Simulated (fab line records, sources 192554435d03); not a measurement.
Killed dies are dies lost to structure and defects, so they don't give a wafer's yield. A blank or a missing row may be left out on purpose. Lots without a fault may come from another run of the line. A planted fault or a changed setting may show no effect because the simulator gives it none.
Which tool did it? | flow n5_finfet | 12 lots, 36 wafers sampled, at 3 steps of a route of 1938

WHAT THE GAUGES READ, wafer by wafer
N5_BEOL_M9_INSPECT_58: inspects for defects (darkfield).
lot  | measured     | on                | raw_defect_count
L074 | day 10 03:55 | defect_inspect-02 | 68 42 60
L075 | day 10 15:38 | defect_inspect-01 | 103 77 55
L079 | day 11 06:20 | defect_inspect-02 | 82 93 77
L081 | day 11 20:29 | defect_inspect-01 | 93 104 67
L080 | day 12 02:49 | defect_inspect-01 | 85 90 74
L085 | day 12 19:09 | defect_inspect-01 | 81 48 36
L087 | day 13 14:41 | defect_inspect-01 | 86 93 68
L090 | day 13 21:17 | defect_inspect-01 | 59 105 57
L089 | day 14 08:03 | defect_inspect-01 | 74 89 90
L094 | day 14 16:37 | defect_inspect-02 | 91 64 46
L095 | day 15 06:12 | defect_inspect-01 | 75 58 73
L097 | day 16 02:07 | defect_inspect-02 | 42 53 42

WHICH TOOL RAN EACH LOT (tool, then ch and the chambers of the sampled wafers, then the start)
lot  | N5_BEOL_M9_CMP_52             | N5_BEOL_M9_DEP_56
L074 | cmp-03 ch 0,2,3, day 10 03:28 | pecvd-04 ch 0,2, day 10 03:49
L075 | cmp-03 ch 2,3, day 10 15:08   | pecvd-03 ch 0,1, day 10 15:32
L079 | cmp-03 ch 0,2,3, day 11 05:55 | pecvd-04 ch 0,1,2, day 11 06:14
L081 | cmp-03 ch 0,1,2, day 11 20:01 | pecvd-03 ch 1,2, day 11 20:23
L080 | cmp-04 ch 0,1,3, day 12 02:22 | pecvd-04 ch 1,2, day 12 02:43
L085 | cmp-04 ch 0,1,3, day 12 18:41 | pecvd-02 ch 0,1, day 12 19:03
L087 | cmp-04 ch 1,2,3, day 13 14:14 | pecvd-03 ch 0,1, day 13 14:35
L090 | cmp-04 ch 0,2,3, day 13 20:50 | pecvd-03 ch 0,1,2, day 13 21:11
L089 | cmp-03 ch 0,1, day 14 07:35   | pecvd-02 ch 0,2, day 14 07:57
L094 | cmp-04 ch 0,2,3, day 14 16:10 | pecvd-03 ch 0,1,2, day 14 16:31
L095 | cmp-04 ch 0,2,3, day 15 05:44 | pecvd-03 ch 0,1, day 15 06:06
L097 | cmp-01 ch 1,3, day 16 01:42   | pecvd-04 ch 0,1, day 16 02:01
- N5_BEOL_M9_CMP_52: polishes, stops on SiCOH lowk, t overpolish 7 s, target thk 140 nm.
- N5_BEOL_M9_DEP_56: deposits SiCN from 3MS/NH3, target thk 15 nm, time 26.5 s.

THE ANSWER, worked out from the rows above alone
Rule: what is usual is taken from the lots themselves. Put in order of their means at a reading, lots are off if they are a third of the lots or fewer, leave a main group of 4 or more, and stand apart from it by a gap of 3 or more times the standard deviation of the main group's means; of several such gaps the widest counts. A main group whose means are all the same, to the digits that the tables above print for the reading, isn't used. A lot without any number at a reading at which 4 lots or more have one is off too. The other lots that the step has rows for count as sound.
No lot is off at any reading shown: from this, nothing can be told.

WHAT THE SIMULATOR HAD PUT IN
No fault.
